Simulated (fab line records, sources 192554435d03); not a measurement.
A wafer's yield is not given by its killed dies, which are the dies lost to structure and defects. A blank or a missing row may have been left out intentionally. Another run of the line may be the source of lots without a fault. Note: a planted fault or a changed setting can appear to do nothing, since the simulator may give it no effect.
Comparing a struck lot with a sound one :: flow n5-finfet :: 14 out of 1938 route steps
Sound: these wafers, L627.2, L627.3, L627.6. Struck: wafers L625.2, L625.3, L625.4. At the end, the cause is stated.
Order at every step that has rows: each side's tool, ch and its chambers, its first start. Under that, the readings that differ: sound wafers :: struck wafers :: difference of the means :: sigmas: that difference in standard deviations of wafers without a fault.
alike: a reading whose means differ by less than 2 such deviations, as well as words and numbers matching on both sides. not compared: withheld readings; readings where some wafer has no value; bounds like >300 that might hide an equal value; numbers whose values overlap and for which the record gives no deviation.
A row with sigmas, a row that says differs or no value, or rows on one side alone: a step with any of these is where the two part. Numbers that don't overlap but have no deviation are shown without sigmas and don't part them. Lack of a reading on every wafer of one side parts them only where that side has two or more wafers.

first, 7 steps without rows for these wafers: N5_BEOL_M12_COAT_22 (resist thk 300 nm); N5_BEOL_M12_EBR_24; N5_BEOL_M12_SOFTBAKE_23 (time 60 s); N5_BEOL_M12_EXPOSE_25 (exposes mask M12); N5_BEOL_M12_PEB_26 (peb time 90 s); N5_BEOL_M12_DEVELOP_27 (develop time 45 s); N5_BEOL_M12_HARDBAKE_32 (time 120 s).
N5_BEOL_M12_CD_MEAS_28 targets a cd of 160.2 nm.
  sound on cd-sem-01 ch 0, day 14 09:36; struck on cd-sem-02 ch 0, day 14 16:26
  alike: cd-nm
N5_BEOL_M12_OVL_MEAS_29:
  sound on overlay-01 ch 0, day 14 09:38; struck on overlay-01 ch 0, day 14 16:28
  alike: M12_OVL
N5_BEOL_M12_INSPECT_30: inspects for defects (macro).
  sound on defect-inspect-01 at day 14 09:39; struck on defect-inspect-02 at day 14 16:29
  alike: raw-defect-count
N5_BEOL_M12_DESCUM_33: chemistry O2, time 7.9 s.
  sound on rie-diel-01 ch 0,2,3, day 14 09:41; struck on rie-diel-04 ch 0,2,3, day 14 16:43
  alike: drypump-motor-current-A, o2-flow-sccm, oes-product-au, rf-vpp-V, showerhead-plenum-p-Torr, throttle-valve-pct
  not compared: rf-hours-counter-h
N5_BEOL_M12_ETCH_67: etches SiARC in CF4, target depth 143 nm, time 238.3 s.
  sound on rie-diel-01 ch 0,2,3, day 14 09:43; struck on rie-diel-04 ch 0,2,3, day 14 16:44
  alike: bias-w, drypump-motor-current-A, etch-rf-on-time-s, oes-product-au, rf-vpp-V, showerhead-plenum-p-Torr, throttle-valve-pct
  not compared: rf-hours-counter-h
N5_BEOL_M12_ETCH_68: etches SOC in N2/H2, time 285 s.
  sound on rie-diel-01 ch 0,2,3, day 14 09:52; struck on rie-diel-04 ch 0,2,3, day 14 16:53
reading: bias-w (W)
sound: 350.8 348.2 349.9
struck: - - -
difference: no value on the struck wafers
sigmas: 

reading: run-length-s (s)
sound: 308.8 308.0 308.0
struck: 253.1 253.8 253.7
difference: -54.7
sigmas: -99 or more

reading: model.SiARC_of_BEOL_M12_COAT_66.thk-nm (nm)
sound: 85.2 86 86.6
struck: 90.2 90.4 90.4
difference: +4.4
sigmas: 
  alike: drypump-motor-current-A, oes-product-au, rf-vpp-V, showerhead-plenum-p-Torr, throttle-valve-pct
  not compared: rf-hours-counter-h
then, 1 step without rows for these wafers: N5_BEOL_M12_STRIP_69 (strips in N2/H2).

== WHERE THEY PART ==
Only at N5_BEOL_M12_ETCH_68, as far as this record shows.

WHY: whatever the simulator had introduced
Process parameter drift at N5_BEOL_M12_ETCH_68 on rie-diel-04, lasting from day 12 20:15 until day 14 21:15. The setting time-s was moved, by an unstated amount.
